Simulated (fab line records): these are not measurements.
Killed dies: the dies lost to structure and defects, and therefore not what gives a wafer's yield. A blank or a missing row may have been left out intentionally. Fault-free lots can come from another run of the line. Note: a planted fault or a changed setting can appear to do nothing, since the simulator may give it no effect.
fab line records | flow n5Finfet
record: lots: 9 wafers: 23 lastDay: 17
route steps=1938 shown MOL_CONTACT_COAG@531 BEOL_M4@1111
lots that met no fault: taken from a fault-free run of the same line
startH: hours from the record's first day to the start of the lot's first wafer shown | waitH: hours from the lot's prior step to this one | " the same as in the row above | L1.1+2: several wafers, shown together as one row | - value missing, or start not given | * or withheld: withheld | < > ~ a bound
route shown NAME@n: a module of which the file shows steps, and the number in the route of the first | usual: mean/standard deviation taken from wafers without a fault | same: alike in all rows | chamber/n: place in a boat | sites: the reading at each site | _std_site: standard deviation across them | _edge_site: mean of outer sites minus mean of inner sites | radiusMm: how far each site lies from the wafer's centre | mask NAME#n: copy n | behind: the tool/chamber that last shaped the wafer | hold: why the lot was held/for how many hours/how that ended | device: the transistor (n, p or np) that didn't switch | end of line: the tests these same wafers got at the end of their route | a step with no rows: only its recipe | killed: dies lost to structure and defects at the first sort, not the wafer's yield | map: shows each die of a wafer: x if killed, . if not, _ if none is there
set.NAME: setting as actually run; set.NAME@STEP: the setting as run at that earlier step | model.NAME: the simulator's own value behind a step, which no gauge read
one table for each step of the route and one row for each wafer, over a sample of lots
services: a tool's chamber out of use, with start hour (startH, from the record's first day; less than 0 if before it), hours out, and reason
== steps ==
step: N5_MOL_CONTACT_COAG_ETCH_105
recipe: chemistry: CF4 target: SiARC targetDepthA: 156 maskMaterial: CAR-EUV timeS: 26 ionEnergyEv: 80 pressureMtorr: 40 sourceW: 545 biasW: 36 Ar_flow_sccm: 100 cf4FlowSccm: 100 ends: cleared
usual: drypumpMotorCurrentA: 5.7/0.44 etchRfOnTimeS: 25.6/0.57 oesProductAu: 0.73/0.07 rfVppV: 184.5/1.1 showerheadPlenumPTorr: 2.18/0.061 throttleValvePct: 15.48/0.27
columns lot.wafer tool chamber startH waitH drypumpMotorCurrentA etchRfOnTimeS oesProductAu rfHoursCounterH rfVppV showerheadPlenumPTorr throttleValvePct
L672.2 rieDiel-06 2 98.91 0.0 5.2 25.1 0.81 3 184.8 2.18 15.05
L672.3 " 1 " " 6.1 25.6 0.71 74 185.7 2.08 15.51
L672.6 " 1 " " 6.1 25.6 0.71 - 184.7 2.08 15.49
L673.1 rieDiel-03 0 100.74 0.0 6.1 26.4 0.72 68 183.9 2.16 15.79
L673.3 " 2 " " 5.5 24.9 0.83 9 186.5 2.27 15.59
L678.3 rieDiel-02 3 129.68 0.0 4.9 25.5 0.72 67 184.7 2.17 15.23
L678.4 " 2 " " 5.6 25.6 0.59 230 184.2 2.10 15.67
L681.2 rieDiel-02 1 148.35 0.0 5.7 26.1 0.58 245 184.1 2.19 15.66
L681.4 " 0 " " 6.5 25.1 0.82 14 183.9 2.12 15.75
L681.5 " 1 " " 5.7 25.6 0.59 - 185.8 2.19 15.66
L682.3 rieDiel-02 2 154.49 0.0 5.6 26.1 0.59 238 182.7 2.10 15.70
L682.6 " 0 " " 6.4 25.4 0.81 - 182.8 2.12 15.76
L683.2 rieDiel-03 0 162.33 0.0 6.1 26.5 0.71 92 184.3 2.16 15.84
L683.4 " 2 " " 5.5 25.2 0.77 32 185.2 2.26 15.65
L683.6 " 3 " " 5.7 25.7 0.73 - 184.0 2.17 15.30
L684.1 rieDiel-02 0 168.46 0.0 6.5 25.3 0.81 21 184.1 2.12 15.76
L684.3 " 1 " " 5.7 25.6 0.59 253 185.1 2.19 15.67
L684.6 " 1 " " 5.7 25.7 0.58 - 184.7 2.19 15.67
L692.4 rieDiel-03 2 214.90 0.0 5.5 25.3 0.75 49 186.0 2.26 15.70
L692.6 " 1 " " 5.7 24.9 0.78 - 186.6 2.26 15.43
L694.1 rieDiel-02 0 227.36 0.0 6.4 25.4 0.77 46 181.9 2.11 15.81
L694.3 " 1 " " 5.7 25.6 0.82 3 184.4 2.19 15.18
L694.4 " 1 " " 5.7 25.2 0.83 - 184.3 2.19 15.19
step: N5_MOL_CONTACT_COAG_ETCH_106
recipe: chemistry: N2/H2 target: SOC targetDepthA: 800 overetchA: 160 maskMaterial: SiARC tempC: 40 timeS: 120 ionEnergyEv: 200 pressureMtorr: 30 sourceW: 840 biasW: 150 n2FlowSccm: 200 h2FlowSccm: 200
usual: drypumpMotorCurrentA: 5.7/0.44 oesProductAu: 0.76/0.068 rfVppV: 525.1/2.4 showerheadPlenumPTorr: 2.59/0.086 throttleValvePct: 17.78/0.28
columns lot.wafer tool chamber startH waitH drypumpMotorCurrentA oesProductAu rfHoursCounterH rfVppV showerheadPlenumPTorr throttleValvePct
L672.2 rieDiel-06 2 98.94 0.0 5.1 0.84 3 525.2 2.61 17.47
L672.3 " 1 " " 6.1 0.73 74 521.4 2.45 17.62
L672.6 " 1 " " 6.1 0.73 - 521.5 2.45 17.60
L673.1 rieDiel-03 0 100.77 0.0 6.1 0.77 68 524.8 2.57 18.15
L673.3 " 2 " " 5.5 0.85 9 528.8 2.73 18.06
L678.3 rieDiel-02 3 129.71 0.0 4.9 0.74 67 525.6 2.58 17.49
L678.4 " 2 " " 5.6 0.62 230 521.6 2.50 17.94
L681.2 rieDiel-02 1 148.38 0.0 5.7 0.62 245 525.0 2.60 17.81
L681.4 " 0 " " 6.4 0.85 14 523.0 2.50 18.02
L681.5 " 1 " " 5.7 0.62 - 525.6 2.60 17.83
L682.3 rieDiel-02 2 154.52 0.0 5.6 0.61 238 523.8 2.49 17.96
L682.6 " 0 " " 6.5 0.84 - 524.4 2.50 18.03
L683.2 rieDiel-03 0 162.36 0.0 6.1 0.75 92 523.5 2.56 18.19
L683.4 " 2 " " 5.5 0.80 32 527.1 2.72 18.11
L683.6 " 3 " " 5.6 0.75 - 524.9 2.59 17.70
L684.1 rieDiel-02 0 168.49 0.0 6.4 0.83 21 521.8 2.50 18.05
L684.3 " 1 " " 5.7 0.61 253 526.4 2.60 17.85
L684.6 " 1 " " 5.7 0.61 - 526.6 2.60 17.84
L692.4 rieDiel-03 2 214.93 0.0 5.5 0.77 49 528.2 2.71 18.15
L692.6 " 1 " " 5.7 0.80 - 528.1 2.69 17.49
L694.1 rieDiel-02 0 227.39 0.0 6.5 0.78 46 522.3 2.48 18.06
L694.3 " 1 " " 5.7 0.86 3 525.1 2.59 17.41
L694.4 " 1 " " 5.7 0.85 - 525.4 2.59 17.40
step: N5_MOL_CONTACT_COAG_ETCH_110
recipe: chemistry: CF4/O2 target: Si targetDepthA: 25 timeS: 8 pressureMtorr: 100 sourceW: 200 biasW: 12 ionEnergyEv: 60 Ar_flow_sccm: 100 cf4FlowSccm: 100 O2_flow_sccm: 10
usual: drypumpMotorCurrentA: 5.7/0.44 oesProductAu: 0.85/0.082 rfVppV: 128/3.5 showerheadPlenumPTorr: 2.26/0.062 throttleValvePct: 10.58/0.27
columns lot.wafer tool chamber startH waitH drypumpMotorCurrentA oesProductAu rfHoursCounterH rfVppV showerheadPlenumPTorr throttleValvePct
L672.2 rieDiel-06 2 99.14 0.0 5.1 0.96 3 127 2.26 10.14
L672.3 " 1 " " 6.1 0.83 75 125 2.16 10.62
L672.6 " 1 " " 6.1 0.83 - 127 2.16 10.62
L673.1 rieDiel-03 0 100.97 0.0 6.1 0.84 68 127 2.25 10.84
L673.3 " 2 " " 5.5 0.97 9 124 2.36 10.62
L678.3 rieDiel-02 3 129.91 0.0 4.9 0.83 68 126 2.26 10.36
L678.4 " 2 " " 5.6 0.70 230 128 2.19 10.93
L681.2 rieDiel-02 1 148.58 0.0 5.7 0.69 245 132 2.28 10.95
L681.4 " 0 " " 6.4 0.96 14 127 2.20 10.70
L681.5 " 1 " " 5.7 0.69 - 130 2.28 10.93
L682.3 rieDiel-02 2 154.71 0.0 5.6 0.69 238 126 2.18 10.95
L682.6 " 0 " " 6.5 0.96 - 127 2.20 10.70
L683.2 rieDiel-03 0 162.55 0.0 6.2 0.82 92 124 2.24 10.90
L683.4 " 2 " " 5.5 0.92 32 125 2.35 10.68
L683.6 " 3 " " 5.7 0.86 - 135 2.25 10.38
L684.1 rieDiel-02 0 168.69 0.0 6.5 0.96 21 125 2.20 10.72
L684.3 " 1 " " 5.7 0.69 253 129 2.27 10.97
L684.6 " 1 " " 5.7 0.69 - 130 2.27 10.97
L692.4 rieDiel-03 2 215.12 0.0 5.5 0.88 49 125 2.34 10.73
L692.6 " 1 " " 5.6 0.91 - 122 2.35 10.49
L694.1 rieDiel-02 0 227.58 0.0 6.5 0.89 46 127 2.19 10.78
L694.3 " 1 " " 5.7 0.97 3 132 2.27 10.25
L694.4 " 1 " " 5.7 0.97 - 130 2.27 10.24
step: N5_MOL_CONTACT_COAG_IMPLANT_129
recipe: species: Ge energyKev: 3 doseCm2: 6e+14 tiltDeg: 0 rotationDeg: 0
usual: beamEnergyKeV: 2.9999/0.00093 beamOnS: 36/3.5 doseIonsCm2: 5.999e+14/6.2e+11 endStationPressureTorr: 6e-06/3.6e-07 rotationDeg: 0.003/0.019
columns lot.wafer tool chamber startH waitH beamEnergyKeV beamOnS doseIonsCm2 endStationPressureTorr rotationDeg
L672.2 implanter-01 0 99.32 0.1 3.0004 32 6.001e+14 6.7e-06 0.001
L672.3 " 0 " " 3.0003 31 6.011e+14 6.7e-06 -0.026
L672.6 " 0 " " 3.0004 33 6e+14 6.4e-06 0.025
L673.1 implanter-02 0 101.12 0.0 3.0017 37 6.008e+14 6.1e-06 -0.043
L673.3 " 0 " " 3.0010 39 6.001e+14 5.9e-06 -0.008
L678.3 implanter-02 0 130.12 0.1 3.0011 40 5.997e+14 5.8e-06 -0.011
L678.4 " 0 " " 3.0027 39 5.983e+14 5.8e-06 -0.009
L681.2 implanter-02 0 148.76 0.1 2.9989 10 1.327e+14 6.4e-06 0.012
L681.4 " 0 " " 2.9998 10 1.344e+14 5.9e-06 0.024
L681.5 " 0 " " 2.9994 10 1.329e+14 6.5e-06 0.015
L682.3 implanter-01 0 154.93 0.1 3.0002 30 6.013e+14 6.6e-06 0.008
L682.6 " 0 " " 2.9985 33 6.002e+14 5.8e-06 -0.005
L683.2 implanter-02 0 162.73 0.1 2.9989 10 1.342e+14 6.6e-06 0.012
L683.4 " 0 " " 2.9992 10 1.339e+14 6.4e-06 0.015
L683.6 " 0 " " 2.9988 10 1.346e+14 6.3e-06 0.030
L684.1 implanter-01 0 168.84 0.0 2.9993 33 6.001e+14 6e-06 -0.005
L684.3 " 0 " " 2.9997 32 5.998e+14 5.9e-06 -0.001
L684.6 " 0 " " 2.9996 32 6.003e+14 6.4e-06 -0.001
L692.4 implanter-01 0 215.37 0.1 2.9999 32 6e+14 5.8e-06 -0.013
L692.6 " 0 " " 2.9986 32 5.989e+14 6.1e-06 0.028
L694.1 implanter-02 0 227.74 0.0 2.9995 40 5.992e+14 5.7e-06 0.008
L694.3 " 0 " " 2.9989 38 5.99e+14 5.8e-06 0.013
L694.4 " 0 " " 2.9976 39 6.005e+14 5.9e-06 0.011
step: N5_BEOL_M4_RC_MEAS_101
usual: DIBL_N: 36.3/1.6 DIBL_P: 36.2/2 IOFF_N: 0.160/0.028 IOFF_P: 0.21/0.036 ION_N: 677/11 ION_P: 465/6.9 RC_DENSE_N: 19.0/0.49 RC_DENSE_P: 23.7/0.65 RC_N: 15.5/0.39 RC_P: 19.3/0.5 SS_N: 71.5/0.55 SS_P: 73.3/0.64 VT_N: 250/3 VT_P: -250/3.5
columns lot.wafer tool chamber startH waitH DIBL_N[mV/V] DIBL_P[mV/V] IOFF_N[nA/um] IOFF_P[nA/um] ION_N[uA/um] ION_P[uA/um] RC_DENSE_N[ohm.um] RC_DENSE_P[ohm.um] RC_N[ohm.um] RC_P[ohm.um] SS_N[mV/dec] SS_P[mV/dec] VT_N[mV] VT_P[mV]
L672.2 prober-02 0 168.04 0.2 35.3 35.1 0.145 0.20 682 464 20.1 24.9 16.2 20.4 70.8 72.4 250 -248
L672.3 " 0 " " 36.1 35.6 0.159 0.21 679 471 18.5 23.0 15.1 18.9 70.7 72.5 248 -247
L672.6 " 0 " " 36.5 36.0 0.167 0.22 675 462 18.6 23.5 15.1 18.8 70.7 72.9 249 -251
L673.1 prober-01 0 172.22 0.0 32.7 32.0 0.112 0.15 668 454 19.2 23.9 15.6 19.6 70.4 72.0 253 -257
L673.3 " 0 " " 35.3 35.6 0.149 0.19 671 462 19.7 24.4 15.9 19.9 71.5 72.9 249 -253
L678.3 prober-01 0 209.69 0.3 37.7 40.4 0.219 0.27 702 478 19.1 23.6 15.5 19.3 71.6 74.7 243 -248
L678.4 " 0 " " 35.0 36.8 0.160 0.20 675 459 19.0 23.4 15.4 19.3 71.2 72.7 250 -252
L682.3 prober-01 0 235.44 0.3 38.4 39.4 0.207 0.26 691 466 19.4 24.2 16.0 19.8 71.6 74.6 246 -249
L682.6 " 0 " " 36.8 37.8 0.172 0.22 670 456 19.2 24.1 15.7 19.5 71.4 74.6 249 -252
L681.2 prober-01 0 238.57 0.2 35.6 36.5 0.143 0.18 676 461 21.1 26.1 17.3 21.7 71.3 73.0 252 -257
L681.4 " 0 " " 36.8 39.4 0.181 0.22 691 468 22.1 27.4 17.9 22.8 72.5 73.3 249 -252
L681.5 " 0 " " 35.2 38.0 0.152 0.20 668 456 21.1 26.0 17.2 21.3 72.0 72.7 250 -255
L683.2 prober-02 0 240.42 0.2 37.0 34.4 0.143 0.18 660 459 21.1 26.1 17.1 21.5 71.6 73.0 253 -253
L683.4 " 0 " " 35.0 33.2 0.127 0.17 665 462 21.2 26.6 17.4 21.6 70.7 72.5 253 -256
L683.6 " 0 " " 35.2 32.7 0.130 0.16 671 458 21.1 26.4 17.1 21.6 71.0 72.9 254 -257
L684.1 prober-01 0 242.18 0.0 37.0 36.9 0.165 0.19 680 460 18.6 23.2 15.2 19.1 72.2 73.3 249 -254
L684.3 " 0 " " 36.2 37.5 0.169 0.20 685 469 18.2 22.8 14.9 18.7 71.6 73.2 251 -252
L684.6 " 0 " " 37.1 37.5 0.171 0.20 691 471 18.0 22.4 14.9 18.4 72.1 74.1 249 -256
L692.4 prober-02 0 300.57 0.5 34.3 34.8 0.135 0.20 665 463 18.6 23.0 15.3 18.9 71.1 73.0 251 -249
L692.6 " 0 " " 34.5 34.4 0.128 0.18 665 462 18.3 22.7 14.9 18.5 70.9 73.1 253 -252
L694.1 prober-02 0 309.49 0.0 36.5 36.4 0.155 0.19 671 453 18.9 23.4 15.5 19.0 72.0 73.5 250 -254
L694.3 " 0 " " 35.6 35.2 0.144 0.16 678 456 18.8 23.4 15.3 19.0 71.4 73.4 251 -257
L694.4 " 0 " " 36.0 35.8 0.139 0.17 670 452 18.7 23.1 15.2 19.2 71.6 73.5 249 -253
== services ==
columns tool chamber startH hours kind
rieDiel-02 0 77.36 - clean
rieDiel-02 0 77.36 - consumableReplace:focusRing
rieDiel-02 0 77.36 29.5 scheduledDown
rieDiel-02 0 77.36 29.5 ventCycle
rieDiel-02 - 84.41 2.8 pm
rieDiel-06 1 86.68 6.4 repair
rieDiel-06 3 86.70 63.1 repair
rieDiel-06 2 88.79 6.8 repair
rieDiel-06 - 92.52 4.2 repair
implanter-01 - 121.97 5.5 pm
implanter-01 - 129.35 6.7 repair
rieDiel-02 2 177.14 9.3 repair
rieDiel-02 1 178.63 14.1 repair
rieDiel-03 1 186.86 6.5 repair
rieDiel-02 1 193.11 - clean
rieDiel-02 1 193.11 - consumableReplace:focusRing
implanter-01 - 195.66 2.9 pm
rieDiel-03 1 202.38 5.7 repair
implanter-01 - 203.28 8.4 pm
rieDiel-03 - 207.12 0.4 repair
implanter-01 - 220.17 8.0 pm
rieDiel-02 2 220.79 6.6 repair
implanter-02 - 222.01 2.2 repair
rieDiel-02 3 222.10 1.4 repair
== key ==
firstSign: step: N5_MOL_CONTACT_COAG_IMPLANT_129 reading: doseIonsCm2 direction: down sigmas: 99+ usual: 5.999e+14 struck: 1.338e+14
effect: step: N5_MOL_CONTACT_COAG_IMPLANT_129 reading: beamOnS direction: down sigmas: 7.4 usual: 36 struck: 10
effect: step: N5_BEOL_M4_RC_MEAS_101 reading: RC_P direction: up sigmas: 4.9 usual: 19.3 struck: 21.7
effect: step: N5_BEOL_M4_RC_MEAS_101 reading: RC_N direction: up sigmas: 4.7 usual: 15.5 struck: 17.4
effect: step: N5_BEOL_M4_RC_MEAS_101 reading: RC_DENSE_N direction: up sigmas: 4.6 usual: 19.0 struck: 21.3
effect: step: N5_BEOL_M4_RC_MEAS_101 reading: RC_DENSE_P direction: up sigmas: 4.2 usual: 23.7 struck: 26.4
metAt N5_MOL_CONTACT_COAG_IMPLANT_129
struckLots L681,L683
notActingAt N5_MOL_CONTACT_COAG_ETCH_105,N5_MOL_CONTACT_COAG_ETCH_106,N5_MOL_CONTACT_COAG_ETCH_110
onsetBetween 130.12 148.76
fault: kind: processParameterDrift tool: implanter-02 chamber: - onsetH: 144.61 steps: N5_MOL_CONTACT_COAG_IMPLANT_129 channel: doseCm2 offset: -4.6597e+14 shape: step endH: 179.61 actsIn: theseRecipesOnly stated: 6e+14
